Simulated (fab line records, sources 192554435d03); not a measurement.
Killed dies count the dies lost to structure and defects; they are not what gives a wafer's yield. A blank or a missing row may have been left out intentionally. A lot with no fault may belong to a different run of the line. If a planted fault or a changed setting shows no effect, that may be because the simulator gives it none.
Which tool was responsible? :: flow n5-finfet :: 24 lots, 72 wafers sampled, at 5 steps of a route of 1938

== WHAT THE GAUGES SHOWED, per wafer ==
N5_BEOL_M5_CD_MEAS_18: pitch 56 nm, target cd 28 nm.
lot: L074
measured: day 7 20:11
on: cd-sem-03
cd-nm (nm): 28.0 28.1 28.1

lot: L075
measured: day 8 11:10
on: cd-sem-03
cd-nm (nm): 28.2 28.3 28.4

lot: L076
measured: day 8 11:41
on: cd-sem-02
cd-nm (nm): 27.8 27.9 28.0

lot: L077
measured: day 8 18:57
on: cd-sem-03
cd-nm (nm): 27.6 27.5 27.8

lot: L079
measured: day 8 21:44
on: cd-sem-03
cd-nm (nm): 27.8 28.4 27.8

lot: L078
measured: day 8 21:56
on: cd-sem-01
cd-nm (nm): 27.8 27.9 27.9

lot: L080
measured: day 9 21:02
on: cd-sem-03
cd-nm (nm): 28.2 27.7 27.7

lot: L081
measured: day 10 03:28
on: cd-sem-01
cd-nm (nm): 27.8 27.6 27.8

lot: L082
measured: day 10 16:55
on: cd-sem-01
cd-nm (nm): 28.1 27.9 27.7

lot: L083
measured: day 11 01:01
on: cd-sem-03
cd-nm (nm): 28.0 27.9 27.7

lot: L084
measured: day 11 03:40
on: cd-sem-03
cd-nm (nm): 27.8 27.8 27.9

lot: L085
measured: day 11 09:08
on: cd-sem-03
cd-nm (nm): 27.2 27.2 27.6

lot: L086
measured: day 11 10:02
on: cd-sem-03
cd-nm (nm): 27.9 27.6 27.8

lot: L088
measured: day 11 19:47
on: cd-sem-01
cd-nm (nm): 27.9 28.9 28.0

lot: L087
measured: day 11 19:57
on: cd-sem-01
cd-nm (nm): 27.9 28.1 27.8

lot: L089
measured: day 12 08:29
on: cd-sem-02
cd-nm (nm): 28.9 27.7 27.8

lot: L091
measured: day 12 11:40
on: cd-sem-02
cd-nm (nm): 28.1 28.1 28.1

lot: L090
measured: day 12 14:53
on: cd-sem-02
cd-nm (nm): 28.2 27.7 27.5

lot: L092
measured: day 12 19:53
on: cd-sem-01
cd-nm (nm): 28.2 27.4 28.4

lot: L093
measured: day 13 08:13
on: cd-sem-01
cd-nm (nm): 28.0 28.0 28.0

lot: L094
measured: day 13 08:18
on: cd-sem-03
cd-nm (nm): 27.8 28.1 28.4

lot: L095
measured: day 13 23:24
on: cd-sem-03
cd-nm (nm): 28.6 28.4 27.9

lot: L096
measured: day 14 01:36
on: cd-sem-01
cd-nm (nm): 28.0 27.7 28.5

lot: L097
measured: day 14 09:05
on: cd-sem-02
cd-nm (nm): 27.8 27.6 27.3

N5_BEOL_M5_RS_MEAS_57: measures by four-point-probe.
lot: L074
measured: day 8 06:56
on: film-metro-02
M5_RS (ohm/sq): 0.391 0.375 0.404

lot: L075
measured: day 9 13:44
on: film-metro-01
M5_RS (ohm/sq): 0.393 0.365 0.378

lot: L076
measured: day 8 20:22
on: film-metro-02
M5_RS (ohm/sq): 0.404 0.405 0.381

lot: L077
measured: day 9 03:55
on: film-metro-01
M5_RS (ohm/sq): 0.381 0.392 0.382

lot: L079
measured: day 9 09:08
on: film-metro-01
M5_RS (ohm/sq): 0.390 0.389 0.385

lot: L078
measured: day 9 10:40
on: film-metro-02
M5_RS (ohm/sq): 0.382 0.408 0.382

lot: L080
measured: day 10 05:28
on: film-metro-01
M5_RS (ohm/sq): 0.376 0.365 0.382

lot: L081
measured: day 10 12:32
on: film-metro-02
M5_RS (ohm/sq): 0.393 0.389 0.386

lot: L082
measured: day 11 01:49
on: film-metro-01
M5_RS (ohm/sq): 0.397 0.389 0.390

lot: L083
measured: day 11 11:09
on: film-metro-02
M5_RS (ohm/sq): 0.408 0.409 0.401

lot: L084
measured: day 11 14:33
on: film-metro-02
M5_RS (ohm/sq): 0.406 0.376 0.412

lot: L085
measured: day 11 19:23
on: film-metro-01
M5_RS (ohm/sq): 0.386 0.379 0.379

lot: L086
measured: day 11 19:00
on: film-metro-01
M5_RS (ohm/sq): 0.398 0.405 0.396

lot: L088
measured: day 12 04:10
on: film-metro-01
M5_RS (ohm/sq): 0.372 0.390 0.415

lot: L087
measured: day 12 04:20
on: film-metro-01
M5_RS (ohm/sq): 0.411 0.401 0.374

lot: L089
measured: day 12 18:46
on: film-metro-01
M5_RS (ohm/sq): 0.387 0.368 0.372

lot: L091
measured: day 12 23:22
on: film-metro-02
M5_RS (ohm/sq): 0.392 0.390 0.375

lot: L090
measured: day 13 00:28
on: film-metro-01
M5_RS (ohm/sq): 0.385 0.410 0.396

lot: L092
measured: day 13 07:21
on: film-metro-01
M5_RS (ohm/sq): 0.381 0.390 0.389

lot: L093
measured: day 13 16:22
on: film-metro-02
M5_RS (ohm/sq): 0.381 0.374 0.361

lot: L094
measured: day 13 18:13
on: film-metro-01
M5_RS (ohm/sq): 0.373 0.392 0.390

lot: L095
measured: day 14 08:29
on: film-metro-02
M5_RS (ohm/sq): 0.404 0.406 0.384

lot: L096
measured: day 14 10:07
on: film-metro-02
M5_RS (ohm/sq): 0.389 0.388 0.405

lot: L097
measured: day 14 19:12
on: film-metro-02
M5_RS (ohm/sq): 0.387 0.401 0.403

== TOOL THAT RAN EACH LOT (tool first, then ch and the chambers of the sampled wafers, then the start) ==
lot: L074
N5_BEOL_M5_STRIP_64: rie-diel-03 ch 1,2, day 7 19:58
N5_BEOL_M5_DEGAS_44: pvd-sputter-02, day 8 00:46
N5_BEOL_M5_PRE_CLEAN_77: cvd-co-02 ch 0,1, day 8 06:42

lot: L075
N5_BEOL_M5_STRIP_64: rie-diel-04 ch 2,3, day 8 10:56
N5_BEOL_M5_DEGAS_44: pvd-sputter-02, day 8 14:55
N5_BEOL_M5_PRE_CLEAN_77: cvd-co-02 ch 0,2, day 9 13:31

lot: L076
N5_BEOL_M5_STRIP_64: rie-diel-03 ch 1,2,3, day 8 11:28
N5_BEOL_M5_DEGAS_44: pvd-sputter-02, day 8 14:19
N5_BEOL_M5_PRE_CLEAN_77: cvd-co-02 ch 0,1,2, day 8 20:10

lot: L077
N5_BEOL_M5_STRIP_64: rie-diel-04 ch 1,2,3, day 8 18:44
N5_BEOL_M5_DEGAS_44: pvd-sputter-02, day 8 21:55
N5_BEOL_M5_PRE_CLEAN_77: cvd-co-02 ch 0,1,2, day 9 03:41

lot: L079
N5_BEOL_M5_STRIP_64: rie-diel-04 ch 0,1, day 8 21:20
N5_BEOL_M5_DEGAS_44: pvd-sputter-03, day 9 03:03
N5_BEOL_M5_PRE_CLEAN_77: cvd-co-01 ch 0,1,2, day 9 08:56

lot: L078
N5_BEOL_M5_STRIP_64: rie-diel-04 ch 0,1,2, day 8 21:38
N5_BEOL_M5_DEGAS_44: pvd-sputter-03, day 9 03:41
N5_BEOL_M5_PRE_CLEAN_77: cvd-co-01 ch 0,1, day 9 10:24

lot: L080
N5_BEOL_M5_STRIP_64: rie-diel-06 ch 0,1,2, day 9 20:49
N5_BEOL_M5_DEGAS_44: pvd-sputter-02, day 9 23:20
N5_BEOL_M5_PRE_CLEAN_77: cvd-co-01 ch 1,2, day 10 05:15

lot: L081
N5_BEOL_M5_STRIP_64: rie-diel-03 ch 0,2,3, day 10 03:14
N5_BEOL_M5_DEGAS_44: pvd-sputter-01, day 10 05:46
N5_BEOL_M5_PRE_CLEAN_77: cvd-co-02 ch 0,1,2, day 10 12:19

lot: L082
N5_BEOL_M5_STRIP_64: rie-diel-03 ch 2,3, day 10 16:42
N5_BEOL_M5_DEGAS_44: pvd-sputter-03, day 10 19:37
N5_BEOL_M5_PRE_CLEAN_77: cvd-co-02 ch 0,1,2, day 11 01:35

lot: L083
N5_BEOL_M5_STRIP_64: rie-diel-04 ch 1,3, day 11 00:46
N5_BEOL_M5_DEGAS_44: pvd-sputter-03, day 11 02:48
N5_BEOL_M5_PRE_CLEAN_77: cvd-co-02 ch 0,1,2, day 11 10:56

lot: L084
N5_BEOL_M5_STRIP_64: rie-diel-04 ch 0,1,2, day 11 03:26
N5_BEOL_M5_DEGAS_44: pvd-sputter-01, day 11 08:07
N5_BEOL_M5_PRE_CLEAN_77: cvd-co-01 ch 0,1, day 11 14:20

lot: L085
N5_BEOL_M5_STRIP_64: rie-diel-03 ch 0,1, day 11 08:55
N5_BEOL_M5_DEGAS_44: pvd-sputter-02, day 11 11:36
N5_BEOL_M5_PRE_CLEAN_77: cvd-co-02 ch 0,1,2, day 11 19:10

lot: L086
N5_BEOL_M5_STRIP_64: rie-diel-04 ch 0,3, day 11 09:49
N5_BEOL_M5_DEGAS_44: pvd-sputter-02, day 11 11:29
N5_BEOL_M5_PRE_CLEAN_77: cvd-co-01 ch 0,1,2, day 11 18:46

lot: L088
N5_BEOL_M5_STRIP_64: rie-diel-06 ch 0,2,3, day 11 19:34
N5_BEOL_M5_DEGAS_44: pvd-sputter-03, day 11 22:10
N5_BEOL_M5_PRE_CLEAN_77: cvd-co-02 ch 0,1,2, day 12 03:56

lot: L087
N5_BEOL_M5_STRIP_64: rie-diel-04 ch 1,2, day 11 19:43
N5_BEOL_M5_DEGAS_44: pvd-sputter-03, day 11 22:14
N5_BEOL_M5_PRE_CLEAN_77: cvd-co-02 ch 0,1, day 12 04:07

lot: L089
N5_BEOL_M5_STRIP_64: rie-diel-04 ch 1,3, day 12 08:04
N5_BEOL_M5_DEGAS_44: pvd-sputter-03, day 12 12:25
N5_BEOL_M5_PRE_CLEAN_77: cvd-co-02 ch 0,1,2, day 12 18:32

lot: L091
N5_BEOL_M5_STRIP_64: rie-diel-04 ch 1,2,3, day 12 11:20
N5_BEOL_M5_DEGAS_44: pvd-sputter-03, day 12 17:04
N5_BEOL_M5_PRE_CLEAN_77: cvd-co-02 ch 0,1,2, day 12 23:07

lot: L090
N5_BEOL_M5_STRIP_64: rie-diel-03 ch 1,2,3, day 12 14:35
N5_BEOL_M5_DEGAS_44: pvd-sputter-01, day 12 18:19
N5_BEOL_M5_PRE_CLEAN_77: cvd-co-02 ch 0,1, day 13 00:15

lot: L092
N5_BEOL_M5_STRIP_64: rie-diel-03 ch 2,3, day 12 19:39
N5_BEOL_M5_DEGAS_44: pvd-sputter-02, day 13 00:59
N5_BEOL_M5_PRE_CLEAN_77: cvd-co-02 ch 1,2, day 13 07:07

lot: L093
N5_BEOL_M5_STRIP_64: rie-diel-03 ch 1,2, day 13 07:49
N5_BEOL_M5_DEGAS_44: pvd-sputter-01, day 13 10:16
N5_BEOL_M5_PRE_CLEAN_77: cvd-co-01 ch 0,1, day 13 16:09

lot: L094
N5_BEOL_M5_STRIP_64: rie-diel-04 ch 0,1,2, day 13 08:04
N5_BEOL_M5_DEGAS_44: pvd-sputter-03, day 13 10:43
N5_BEOL_M5_PRE_CLEAN_77: cvd-co-01 ch 0,1, day 13 17:59

lot: L095
N5_BEOL_M5_STRIP_64: rie-diel-03 ch 1,3, day 13 22:58
N5_BEOL_M5_DEGAS_44: pvd-sputter-01, day 14 00:59
N5_BEOL_M5_PRE_CLEAN_77: cvd-co-01 ch 1,2, day 14 08:16

lot: L096
N5_BEOL_M5_STRIP_64: rie-diel-03 ch 0,1,3, day 14 01:10
N5_BEOL_M5_DEGAS_44: pvd-sputter-03, day 14 03:44
N5_BEOL_M5_PRE_CLEAN_77: cvd-co-02 ch 0,2, day 14 09:53

lot: L097
N5_BEOL_M5_STRIP_64: rie-diel-04 ch 0,2,3, day 14 08:39
N5_BEOL_M5_DEGAS_44: pvd-sputter-03, day 14 10:49
N5_BEOL_M5_PRE_CLEAN_77: cvd-co-01 ch 0,2, day 14 18:58
- N5_BEOL_M5_STRIP_64: strips in CF4.
- N5_BEOL_M5_DEGAS_44: time 60 s.
- N5_BEOL_M5_PRE_CLEAN_77: time 15 s.

== WHAT THE TOOLS THEMSELVES READ (means of the sampled wafers that have a number; where no wafer has one, the mark that the record gives instead) ==
N5_BEOL_M5_STRIP_64.
lot: L074
tool: rie-diel-03
drypump-motor-current-A (A): 5.5
oes-product-au (a.u.): 0.72
rf-vpp-V (V): 271.3
showerhead-plenum-p-Torr (Torr): 1.81
throttle-valve-pct (%): 13.63

lot: L075
tool: rie-diel-04
drypump-motor-current-A (A): 4.9
oes-product-au (a.u.): 0.77
rf-vpp-V (V): 271.1
showerhead-plenum-p-Torr (Torr): 1.78
throttle-valve-pct (%): 13.64

lot: L076
tool: rie-diel-03
drypump-motor-current-A (A): 5.5
oes-product-au (a.u.): 0.73
rf-vpp-V (V): 270.3
showerhead-plenum-p-Torr (Torr): 1.80
throttle-valve-pct (%): 13.81

lot: L077
tool: rie-diel-04
drypump-motor-current-A (A): 5.1
oes-product-au (a.u.): 0.85
rf-vpp-V (V): 271.3
showerhead-plenum-p-Torr (Torr): 1.80
throttle-valve-pct (%): 13.62

lot: L079
tool: rie-diel-04
drypump-motor-current-A (A): 5.7
oes-product-au (a.u.): 0.90
rf-vpp-V (V): 271.3
showerhead-plenum-p-Torr (Torr): 1.81
throttle-valve-pct (%): 13.72

lot: L078
tool: rie-diel-04
drypump-motor-current-A (A): 5.4
oes-product-au (a.u.): 0.87
rf-vpp-V (V): 270.3
showerhead-plenum-p-Torr (Torr): 1.78
throttle-valve-pct (%): 13.56

lot: L080
tool: rie-diel-06
drypump-motor-current-A (A): 6.0
oes-product-au (a.u.): 0.74
rf-vpp-V (V): 270.9
showerhead-plenum-p-Torr (Torr): 1.77
throttle-valve-pct (%): 13.64

lot: L081
tool: rie-diel-03
drypump-motor-current-A (A): 5.5
oes-product-au (a.u.): 0.73
rf-vpp-V (V): 269.8
showerhead-plenum-p-Torr (Torr): 1.76
throttle-valve-pct (%): 13.86

lot: L082
tool: rie-diel-03
drypump-motor-current-A (A): 5.3
oes-product-au (a.u.): 0.72
rf-vpp-V (V): 271.3
showerhead-plenum-p-Torr (Torr): 1.83
throttle-valve-pct (%): 13.96

lot: L083
tool: rie-diel-04
drypump-motor-current-A (A): 5.3
oes-product-au (a.u.): 0.84
rf-vpp-V (V): 271.1
showerhead-plenum-p-Torr (Torr): 1.83
throttle-valve-pct (%): 13.81

lot: L084
tool: rie-diel-04
drypump-motor-current-A (A): 5.4
oes-product-au (a.u.): 0.85
rf-vpp-V (V): 270.3
showerhead-plenum-p-Torr (Torr): 1.77
throttle-valve-pct (%): 13.60

lot: L085
tool: rie-diel-03
drypump-motor-current-A (A): 5.6
oes-product-au (a.u.): 0.71
rf-vpp-V (V): 270.5
showerhead-plenum-p-Torr (Torr): 1.73
throttle-valve-pct (%): 13.62

lot: L086
tool: rie-diel-04
drypump-motor-current-A (A): 5.3
oes-product-au (a.u.): 0.72
rf-vpp-V (V): 270.2
showerhead-plenum-p-Torr (Torr): 1.77
throttle-valve-pct (%): 13.83

lot: L088
tool: rie-diel-06
drypump-motor-current-A (A): 5.7
oes-product-au (a.u.): 0.78
rf-vpp-V (V): 272.1
showerhead-plenum-p-Torr (Torr): 1.79
throttle-valve-pct (%): 13.43

lot: L087
tool: rie-diel-04
drypump-motor-current-A (A): 5.0
oes-product-au (a.u.): 0.86
rf-vpp-V (V): 269.9
showerhead-plenum-p-Torr (Torr): 1.78
throttle-valve-pct (%): 13.48

lot: L089
tool: rie-diel-04
drypump-motor-current-A (A): 5.1
oes-product-au (a.u.): 0.76
rf-vpp-V (V): 271.1
showerhead-plenum-p-Torr (Torr): 1.81
throttle-valve-pct (%): 13.87

lot: L091
tool: rie-diel-04
drypump-motor-current-A (A): 5.1
oes-product-au (a.u.): 0.80
rf-vpp-V (V): 271.4
showerhead-plenum-p-Torr (Torr): 1.79
throttle-valve-pct (%): 13.69

lot: L090
tool: rie-diel-03
drypump-motor-current-A (A): 5.4
oes-product-au (a.u.): 0.71
rf-vpp-V (V): 270.5
showerhead-plenum-p-Torr (Torr): 1.79
throttle-valve-pct (%): 13.91

lot: L092
tool: rie-diel-03
drypump-motor-current-A (A): 5.5
oes-product-au (a.u.): 0.72
rf-vpp-V (V): 270.2
showerhead-plenum-p-Torr (Torr): 1.77
throttle-valve-pct (%): 14.05

lot: L093
tool: rie-diel-03
drypump-motor-current-A (A): 5.3
oes-product-au (a.u.): 0.70
rf-vpp-V (V): 272.2
showerhead-plenum-p-Torr (Torr): 1.83
throttle-valve-pct (%): 13.84

lot: L094
tool: rie-diel-04
drypump-motor-current-A (A): 5.4
oes-product-au (a.u.): 0.82
rf-vpp-V (V): 269.8
showerhead-plenum-p-Torr (Torr): 1.77
throttle-valve-pct (%): 13.63

lot: L095
tool: rie-diel-03
drypump-motor-current-A (A): 5.7
oes-product-au (a.u.): 0.71
rf-vpp-V (V): 270.0
showerhead-plenum-p-Torr (Torr): 1.74
throttle-valve-pct (%): 13.98

lot: L096
tool: rie-diel-03
drypump-motor-current-A (A): 5.6
oes-product-au (a.u.): 0.71
rf-vpp-V (V): 269.4
showerhead-plenum-p-Torr (Torr): 1.71
throttle-valve-pct (%): 13.85

lot: L097
tool: rie-diel-04
drypump-motor-current-A (A): 5.2
oes-product-au (a.u.): 0.75
rf-vpp-V (V): 269.4
showerhead-plenum-p-Torr (Torr): 1.75
throttle-valve-pct (%): 13.70

N5_BEOL_M5_DEGAS_44.
lot: L074
tool: pvd-sputter-02
heater-power-w (W): 417

lot: L075
tool: pvd-sputter-02
heater-power-w (W): 373

lot: L076
tool: pvd-sputter-02
heater-power-w (W): 396

lot: L077
tool: pvd-sputter-02
heater-power-w (W): 367

lot: L079
tool: pvd-sputter-03
heater-power-w (W): 339

lot: L078
tool: pvd-sputter-03
heater-power-w (W): 344

lot: L080
tool: pvd-sputter-02
heater-power-w (W): 370

lot: L081
tool: pvd-sputter-01
heater-power-w (W): 276

lot: L082
tool: pvd-sputter-03
heater-power-w (W): 317

lot: L083
tool: pvd-sputter-03
heater-power-w (W): 321

lot: L084
tool: pvd-sputter-01
heater-power-w (W): 323

lot: L085
tool: pvd-sputter-02
heater-power-w (W): 372

lot: L086
tool: pvd-sputter-02
heater-power-w (W): 395

lot: L088
tool: pvd-sputter-03
heater-power-w (W): 336

lot: L087
tool: pvd-sputter-03
heater-power-w (W): 336

lot: L089
tool: pvd-sputter-03
heater-power-w (W): 345

lot: L091
tool: pvd-sputter-03
heater-power-w (W): 330

lot: L090
tool: pvd-sputter-01
heater-power-w (W): 323

lot: L092
tool: pvd-sputter-02
heater-power-w (W): 398

lot: L093
tool: pvd-sputter-01
heater-power-w (W): 347

lot: L094
tool: pvd-sputter-03
heater-power-w (W): 319

lot: L095
tool: pvd-sputter-01
heater-power-w (W): 345

lot: L096
tool: pvd-sputter-03
heater-power-w (W): 330

lot: L097
tool: pvd-sputter-03
heater-power-w (W): 317

N5_BEOL_M5_PRE_CLEAN_77.
lot: L074
tool: cvd-co-02
heater-power-w (W): 116

lot: L075
tool: cvd-co-02
heater-power-w (W): 88

lot: L076
tool: cvd-co-02
heater-power-w (W): 102

lot: L077
tool: cvd-co-02
heater-power-w (W): 101

lot: L079
tool: cvd-co-01
heater-power-w (W): 87

lot: L078
tool: cvd-co-01
heater-power-w (W): 89

lot: L080
tool: cvd-co-01
heater-power-w (W): 86

lot: L081
tool: cvd-co-02
heater-power-w (W): 101

lot: L082
tool: cvd-co-02
heater-power-w (W): 104

lot: L083
tool: cvd-co-02
heater-power-w (W): 102

lot: L084
tool: cvd-co-01
heater-power-w (W): 90

lot: L085
tool: cvd-co-02
heater-power-w (W): 105

lot: L086
tool: cvd-co-01
heater-power-w (W): 87

lot: L088
tool: cvd-co-02
heater-power-w (W): 103

lot: L087
tool: cvd-co-02
heater-power-w (W): 111

lot: L089
tool: cvd-co-02
heater-power-w (W): 104

lot: L091
tool: cvd-co-02
heater-power-w (W): 104

lot: L090
tool: cvd-co-02
heater-power-w (W): 117

lot: L092
tool: cvd-co-02
heater-power-w (W): 112

lot: L093
tool: cvd-co-01
heater-power-w (W): 89

lot: L094
tool: cvd-co-01
heater-power-w (W): 76

lot: L095
tool: cvd-co-01
heater-power-w (W): 87

lot: L096
tool: cvd-co-02
heater-power-w (W): 89

lot: L097
tool: cvd-co-01
heater-power-w (W): 99

== THE ANSWER, worked out from the rows above alone ==
Rule: what is usual is taken from the lots themselves. Put in order of their means at a reading, lots are off if they are a third of the lots or fewer, leave a main group of 4 or more, and stand apart from it by a gap of 3 or more times the standard deviation of the main group's means; of several such gaps the widest counts. A main group is skipped when, at the precision printed for the reading in the tables above, its means are all equal. A lot without any number at a reading at which 4 lots or more have one is off too. All remaining lots with rows at the step are treated as sound. The gauges are gone through in route order, then the tools' own readings, and for those a lot's mean is taken as printed above. The first step at which some lot is off is used, and at that step the reading that is off furthest; a lot without a number counts as furthest.
No lot is off on any of the readings shown, so nothing can be concluded from this.

== WHAT THE SIMULATOR HAD PUT IN ==
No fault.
